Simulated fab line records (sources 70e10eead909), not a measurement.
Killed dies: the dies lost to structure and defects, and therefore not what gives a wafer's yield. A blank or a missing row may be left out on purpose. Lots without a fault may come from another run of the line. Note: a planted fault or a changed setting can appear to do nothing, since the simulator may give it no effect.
Code-filled problem report in 8D (eight disciplines) form -- flow nandHarc -- the parts of the form that need people (team, actions taken, sign-off) are left out

1. WHAT IS WRONG
At NHARC_A_CONTACT_DEP_24, rfFwdPowerW averages 538.9 W over 3 wafers from 2 lots, while fault-free wafers read 898.8 W, standard deviation 2.9. That is -99 or more standard deviations from the usual mean.
The step: deposits SiO2, target thk 500 nm.
First observed at day 18 14:24: wafer L956.1, on pecvd-02. At this step, 39 wafers from 13 lots have a number in the record. Rule for "out", or "out of limits": more than 4 standard deviations from the usual mean. All remaining wafers that have a number are taken as sound.

2. WHAT IT IS, AND WHAT IT ISN'T
question,is,is not
which readings at this step,"rfFwdPowerW, showerheadVppV",throttleValvePct
which lots,"L956, L957","L946, L947, L948, L949, L950, L951, L963, L965, L967, L968, L969"
which wafers of those lots,"L956.1, L957.2, L957.6","L956.4, L956.5, L957.3"
read on which tools,pecvd-02,"pecvd-01, pecvd-04"
when,from day 18 14:24,"up to then (20 sound wafers); but 16 sound wafers of L957, L963, L965, L967, L968, L969 came after"

3. SUSPECTS, AND WHAT RULES EACH OUT
Counting: any tool at a process step up to the reading remains a suspect provided it ran every lot that is out. Sound lots after the first of them don't rule it out here, since some wafers of a struck lot are sound.
- pecvd-02 at NHARC_A_CONTACT_DEP_24 (deposits SiO2, target thk 500 nm): kept. Ran every lot that is out, first one L956 (day 18 14:24); last sound lot up to then L949 (day 17 05:16). Its own readings are out on those wafers: rfFwdPowerW, showerheadVppV.
- pecvd-02, NHARC_A_CONTACT_DEP_24: wafers that are out in chamber 2, sound lot-mates in chambers 0, 1.
Remaining after the count: pecvd-02 at NHARC_A_CONTACT_DEP_24.

4. THE CAUSE (what the simulator had put in)
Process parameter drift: pecvd-02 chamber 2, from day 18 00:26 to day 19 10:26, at NHARC_A_CONTACT_DEP_24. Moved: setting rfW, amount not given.
After counting, this tool was the only one left.

5. SEQUENCE OF EFFECTS, ordered by route
Each row: a reading where the mean over the struck wafers with a number is more than 3 standard deviations away from the usual. Only readings whose record carries a usual standard deviation are examined. hours: median over the lots of the time between each lot's start at the first step of this table that gives one and its start at this step. sigmas: the change, counted in usual standard deviations.
hours,step,reading,usual,on struck wafers,change,sigmas
0,NHARC_A_CONTACT_DEP_24,rfFwdPowerW,898.8 W,538.9,-359.9,-99 or more
0,NHARC_A_CONTACT_DEP_24,showerheadVppV,1863 V,1351,-512,-4.3
It contains these process steps:
- NHARC_A_CONTACT_DEP_24: deposits SiO2, target thk 500 nm.
Later measuring or inspecting steps at which every struck wafer that the step has a row for has a number for every such reading, and none has moved that far: NHARC_A_CONTACT_CD_MEAS_42.

6. WHAT WOULD HAVE CAUGHT IT SOONER
14 hours passed between the start of the fault at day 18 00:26 and the first reading out of limits in this record, taken at day 18 14:24.
